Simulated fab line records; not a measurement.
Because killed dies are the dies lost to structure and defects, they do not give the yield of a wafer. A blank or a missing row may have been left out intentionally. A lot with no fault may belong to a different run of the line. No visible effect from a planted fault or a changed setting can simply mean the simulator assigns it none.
Lot-split experiment + flow n5-finfet + 21 wafers read across 7 lots, on a route 1938 steps long

THE SPLIT
At N5_BEOL_M14_SPUTTER_44 (material Ta, target thk 15 nm, time 24.19 s), the setting time-s was moved away from the recipe's 24.19 s on 4 of the 21 wafers read, by -10.6% to +12.6%. This setting was run at the recipe's value on the other wafers.

Reading taken at the split's own step.

THE READING
Ta_of_BEOL_M14_SPUTTER_44.thk-nm (the simulator's own value, which no gauge read), in nm, at N5_BEOL_M14_SPUTTER_44 (material Ta, target thk 15 nm, time 24.19 s). There is no usual value for it anywhere in the file. Average 15.0 nm, standard deviation 0.24 nm, over the 17 wafers here run with the recipe.

| wafer  | tool, chamber at the split | time-s as run, s | against the recipe | Ta_of_BEOL_M14_SPUTTER_44.thk-nm, nm | against lot-mates on the recipe |
|--------|----------------------------|------------------|--------------------|--------------------------------------|---------------------------------|
| L076.2 | pvd-sputter-03, -          | 22.61            | -6.5%              | 14                                   | -1.0                            |
| L076.3 | pvd-sputter-03, -          | 24.19            | recipe             | 14.8                                 | -                               |
| L076.6 | pvd-sputter-03, -          | 24.19            | recipe             | 15.2                                 | -                               |
| L086.1 | pvd-sputter-02, -          | 24.19            | recipe             | 14.8                                 | -                               |
| L086.5 | pvd-sputter-02, -          | 24.19            | recipe             | 14.8                                 | -                               |
| L086.6 | pvd-sputter-02, -          | 24.19            | recipe             | 14.8                                 | -                               |
| L088.1 | pvd-sputter-03, -          | 27.25            | +12.6%             | 17.2                                 | +1.9                            |
| L088.5 | pvd-sputter-03, -          | 24.19            | recipe             | 15.4                                 | -                               |
| L088.6 | pvd-sputter-03, -          | 24.19            | recipe             | 15.2                                 | -                               |
| L087.1 | pvd-sputter-02, -          | 24.19            | recipe             | 14.8                                 | -                               |
| L087.2 | pvd-sputter-02, -          | 24.19            | recipe             | 15.2                                 | -                               |
| L087.4 | pvd-sputter-02, -          | 24.19            | recipe             | 15.2                                 | -                               |
| L089.1 | pvd-sputter-01, -          | 24.19            | recipe             | 14.6                                 | -                               |
| L089.2 | pvd-sputter-01, -          | 24.19            | recipe             | 14.8                                 | -                               |
| L089.3 | pvd-sputter-01, -          | 24.19            | recipe             | 15                                   | -                               |
| L094.1 | pvd-sputter-02, -          | 24.19            | recipe             | 14.8                                 | -                               |
| L094.3 | pvd-sputter-02, -          | 24.19            | recipe             | 15.2                                 | -                               |
| L094.6 | pvd-sputter-02, -          | 24.19            | recipe             | 15                                   | -                               |
| L095.2 | pvd-sputter-01, -          | 21.63            | -10.6%             | 13.4                                 | -2.0                            |
| L095.3 | pvd-sputter-01, -          | 24.19            | recipe             | 15.4                                 | -                               |
| L095.4 | pvd-sputter-01, -          | 21.63            | -10.6%             | 13.2                                 | -2.2                            |

THE FIT
A straight line over all 21 wafers: Ta_of_BEOL_M14_SPUTTER_44.thk-nm changes by +0.165 nm for each +1% of time-s; r = +0.96; the points scatter about the line by 0.23 nm.
The same after taking each lot's own level away (the mean of its wafers on the recipe; 21 wafers): +0.175 nm for each +1%; r = +0.98; scatter 0.18 nm.
According to that fit, moving time-s by its largest amount changes the reading by 2.2 nm.
From 14.80 to 15.40 nm: that is the span of the lots' own levels, equal to 2.5 times the standard deviation above.
The two slopes agree, so the slope changes little with the lot-to-lot level.
Check: for one of the wafers moved furthest among these (+12.6%), held out of the fit, the line's prediction against its lot-mates is +2.43 nm. Against them it came out at +1.9 nm.

THE OTHER SPLITS THESE WAFERS WENT THROUGH
These wafers also went through other splits before the reading. Each is held against what the fit with the lots' levels taken away leaves over:
| other split on the same wafers | wafers away from the commonest value | r with Ta_of_BEOL_M14_SPUTTER_44.thk-nm (lot level and that fit taken away) |
|--------------------------------|--------------------------------------|-----------------------------------------------------------------------------|
| N5_BEOL_M11_COAT_05 spin-rpm   | 6                                    | +0.21                                                                       |
| N5_BEOL_M11_COAT_22 spin-rpm   | 7                                    | +0.17                                                                       |
| N5_BEOL_M13_EXPOSE_07 dose-mj  | 4                                    | +0.14                                                                       |
| N5_BEOL_M13_ETCH_68 time-s     | 7                                    | -0.60                                                                       |

FILE'S OWN FIT
Ta_of_BEOL_M14_SPUTTER_44.thk-nm changes by +0.168 nm for each +1% of time-s, r = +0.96.
